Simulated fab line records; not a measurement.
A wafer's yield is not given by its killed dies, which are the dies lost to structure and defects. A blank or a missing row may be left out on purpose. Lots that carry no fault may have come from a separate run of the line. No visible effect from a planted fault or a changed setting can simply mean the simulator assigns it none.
Matching of chambers + flow n5-finfet + N5_PASSIVATION_PASS_ETCH_74 on rie-diel-04 has 4 sister chambers
The step etches SiNx in CF4/O2, target depth 220 nm, time 110 s. 8 wafers are shown with their chamber, then 7 later ones without.

## EACH WAFER AND ITS CHAMBER
| wafer  | chamber | drypump-motor-current-A (A) | rf-vpp-V (V) |
|--------|---------|-----------------------------|--------------|
| L993.3 | 3       | 5.4                         | 244          |
| L996.6 | 0       | 6.5                         | 248          |
| L999.1 | 3       | 5.4                         | 244          |
| L105.1 | 0       | 6.5                         | 249          |
| L105.5 | 2       | 6.5                         | 235          |
| L105.6 | 1       | 5.6                         | 230          |
| L108.1 | 1       | 5.6                         | 229          |
| L108.2 | 2       | 6.4                         | 236          |

## WAFERS MISSING THEIR CHAMBER
| wafer  | drypump-motor-current-A (A) | rf-vpp-V (V) |
|--------|-----------------------------|--------------|
| L108.4 | 6.5                         | 248          |
| L112.4 | 6.5                         | 249          |
| L112.5 | 5.4                         | 244          |
| L112.6 | 6.5                         | 248          |
| L114.1 | 5.6                         | 228          |
| L114.3 | 6.5                         | 236          |
| L114.4 | 6.5                         | 250          |

## WHICH CHAMBER EACH ONE RAN IN
| wafer  | from the rows above | in truth |
|--------|---------------------|----------|
| L108.4 | 0                   | 0        |
| L112.4 | 0                   | 0        |
| L112.5 | 3                   | 3        |
| L112.6 | 0                   | 0        |
| L114.1 | 1                   | 1        |
| L114.3 | 2                   | 2        |
| L114.4 | 0                   | 0        |
Placed correctly: 7 of 7. From these rows, 0 cannot be placed. 0 placed wrongly.
How it was worked out, from the rows above alone: a wafer's distance from a chamber is the root of the sum, over the readings, of the square of ((its reading less the chamber's mean) divided by the reading's scatter). The wafer belongs to the nearest chamber; if the next one is less than 2 further off, it can't be placed. The mean given for a chamber averages the wafers shown for that chamber. How the scatter is found: for the shown wafers, subtract from each reading the mean of its chamber, square and add these, divide the total by (wafers less chambers), then take the root.
